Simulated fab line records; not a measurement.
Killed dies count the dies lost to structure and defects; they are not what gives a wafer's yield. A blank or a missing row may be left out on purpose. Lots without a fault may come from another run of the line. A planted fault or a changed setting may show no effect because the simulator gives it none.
Comparing a struck lot with a sound one    flow nand-harc    41 out of 1302 route steps
Sound: the wafers L551.3, L551.4, L551.6. Struck: wafer L566.1 (L566.5, L566.6, from the same lot, were not struck and are left out); the cause is given at the end.
At each step with rows: each side's tool, then ch and its chambers, then its first start. Under that, the readings that differ: sound wafers    struck wafers    difference of the means    sigmas: that difference in standard deviations of wafers without a fault.
alike: same words and numbers on both sides, and readings whose means sit less than 2 such deviations apart. not compared: any withheld reading, any reading some wafer has no value for, any bound like >300 that may hide the same value, and any number with overlapping values for which the record gives no deviation.
A row with sigmas, a row that says differs or no value, or rows on one side alone: a step with any of these is where the two part. Numbers that have no deviation but don't overlap get no sigmas and don't part them. A reading missing from all wafers of one side parts the sides only when that side holds two or more wafers.

first, 5 steps without rows for these wafers: NHARC_A_SGD_CUT_SOFTBAKE_04 (time 55 s); NHARC_A_SGD_CUT_EBR_05; NHARC_A_SGD_CUT_EXPOSE_06 (exposes mask SGD); NHARC_A_SGD_CUT_PEB_07 (peb time 65 s); NHARC_A_SGD_CUT_DEVELOP_08 (develop time 35 s).
NHARC_A_SGD_CUT_CD_MEAS_09 targets a cd of 100 nm.
  sound on cd-sem-03 ch 0, day 20 01:49; struck on cd-sem-01 ch 0, day 25 20:49
  alike: cd-nm
NHARC_A_SGD_CUT_OVL_MEAS_10:
  sound on overlay-02 at day 20 01:55; struck on overlay-01 at day 25 20:55
  alike: overlay-x-nm, overlay-y-nm
NHARC_A_SGD_CUT_INSPECT_11:
  sound on defect-inspect-01 at day 20 01:56; struck on defect-inspect-01 at day 25 20:56
  alike: raw-defect-count
then, 1 step without rows for these wafers: NHARC_A_SGD_CUT_DESCUM_14 (chemistry O2, time 3 s).
NHARC_A_SGD_CUT_ETCH_58: etches the open film in CF4, target depth 39 nm, time 65 s.
  sound on rie-diel-05 ch 0,1,2, day 20 02:05; struck on rie-diel-01 ch 1, day 25 21:06
  alike: chamber-pressure-mTorr, drypump-motor-current-A, oes-product-au, rf-vpp-V, showerhead-plenum-p-Torr, throttle-valve-pct
  not compared: rf-hours-counter-h
then, 2 steps without rows for these wafers: NHARC_A_SGD_CUT_ETCH_59 (etches the open film in N2/H2, target depth 260 nm, time 406.25 s); NHARC_A_SGD_CUT_ETCH_15 (etches the open film in CH3F/O2, target depth 75 nm, time 64.3 s).
NHARC_A_SGD_CUT_ETCH_16: etches the open film in C4F8/O2/Ar, target depth 310.5 nm, time 155.2 s.
  sound on rie-diel-05 ch 0,1,2, day 20 02:35; struck on rie-diel-01 ch 0, day 25 21:36
  alike: chamber-pressure-mTorr, oes-product-au, rf-vpp-V
  not compared: rf-hours-counter-h
then, 1 step without rows for these wafers: NHARC_A_SGD_CUT_STRIP_60 (strips in C4F8/O2/Ar).
NHARC_A_SGD_CUT_STRIP_17: strips in O2.
  sound: rie-diel-05 ch 2,3; struck: rie-diel-01 ch 3
reading       sound           struck  difference  sigmas
rf-vpp-V (V)  58.5 57.5 56.2  59.2    +1.8        +2
  alike: chamber-pressure-mTorr, drypump-motor-current-A, oes-product-au, showerhead-plenum-p-Torr, throttle-valve-pct
  not compared: rf-hours-counter-h
then, 5 steps without rows for these wafers: NHARC_A_SGD_CUT_PRECLEAN_18 (cleans in SC1); NHARC_A_SGD_CUT_SRD_19; NHARC_A_SGD_CUT_DEP_20 (deposits SiO2, target thk 150 nm); NHARC_A_SGD_CUT_ANNEAL_27 (time 1800 s); NHARC_A_SGD_CUT_CMP_21 (polishes, target thk 148.19 nm).
NHARC_A_SGD_CUT_THK_MEAS_22: measures by ellipsometry.
  sound on film-metro-01 at day 20 07:49; struck on film-metro-02 at day 26 03:25
reading      sound              struck  difference  sigmas
thk-nm (nm)  147.5 146.1 148.7  150.5   +3.1        +2
then, 4 steps without rows for these wafers: NHARC_A_SGD_CUT_SRD_23; NHARC_A_SGD_CUT_ETCH_26 (etches SiO2 in dHF, target depth 45.8 nm); NHARC_A_SGD_CUT_ETCHBACK_24 (etches the open film in CH3F/O2, target depth 50 nm, time 92.857 s); NHARC_A_SGD_CUT_STRIP_28 (strips in O2, time 20 s).
NHARC_A_SLIT_DEP_25: deposits SiO2, target thk 200 nm.
  sound on pecvd-04 ch 0,1, day 20 08:28; struck on pecvd-02 ch 2, day 26 03:59
  alike: heater-power-w, showerhead-vpp-V, throttle-valve-pct
then, 1 step without rows for these wafers: NHARC_A_SLIT_DEP_00 (deposits aC, target thk 6200 nm).
NHARC_A_SLIT_DEP_23: deposits SiON, target thk 100 nm.
  sound on pecvd-04 ch 0,1, day 20 12:51; struck on pecvd-02 ch 0, day 26 08:08
  alike: heater-power-w, showerhead-vpp-V
then, 8 steps without rows for these wafers: NHARC_A_SLIT_DEHYDRATE_01 (time 120 s); NHARC_A_SLIT_HMDS_02 (time 30 s); NHARC_A_SLIT_COAT_03 (resist thk 90 nm); NHARC_A_SLIT_SOFTBAKE_04 (time 55 s); NHARC_A_SLIT_EBR_05; NHARC_A_SLIT_EXPOSE_06 (exposes mask SLIT); NHARC_A_SLIT_PEB_07 (peb time 65 s); NHARC_A_SLIT_DEVELOP_08 (develop time 35 s).
NHARC_A_SLIT_CD_MEAS_09 targets a cd of 300 nm.
  sound on cd-sem-03 ch 0, day 20 13:39; struck on cd-sem-01 ch 0, day 26 08:45
  alike: cd-nm
NHARC_A_SLIT_OVL_MEAS_10:
  sound on overlay-01 at day 20 13:44; struck on overlay-01 at day 26 08:50
reading            sound           struck  difference  sigmas
overlay-y-nm (nm)  -1.9 -2.1 -1.8  1.3     +3.2        +4
  alike: overlay-x-nm
then, 1 step without rows for these wafers: NHARC_A_SLIT_DESCUM_14 (chemistry O2, time 3 s).
NHARC_A_SLIT_ETCH_24: etches the open film in CF4/CHF3, target depth 121 nm, time 60.5 s.
  sound on rie-diel-02 ch 1,3, day 20 13:56; struck on rie-diel-04 ch 2, day 26 09:02
  alike: chamber-pressure-mTorr, drypump-motor-current-A, oes-product-au, rf-vpp-V, showerhead-plenum-p-Torr, throttle-valve-pct
  not compared: rf-hours-counter-h
-- the record jumps here: 5 days lie between the struck wafers' starts before and after (it left off in module A_SLIT and takes up again in module END, whose first step shown is number 1302 of the route) --
NHARC_END_SORT_01:
  the record has rows for the struck wafers here (prober-02 ch 0, day 31 00:36) and none for the sound ones

== WHERE THEY PART ==
First at NHARC_A_SGD_CUT_STRIP_17; last, within this record, at NHARC_END_SORT_01.

WHY: what had been put in by the simulator
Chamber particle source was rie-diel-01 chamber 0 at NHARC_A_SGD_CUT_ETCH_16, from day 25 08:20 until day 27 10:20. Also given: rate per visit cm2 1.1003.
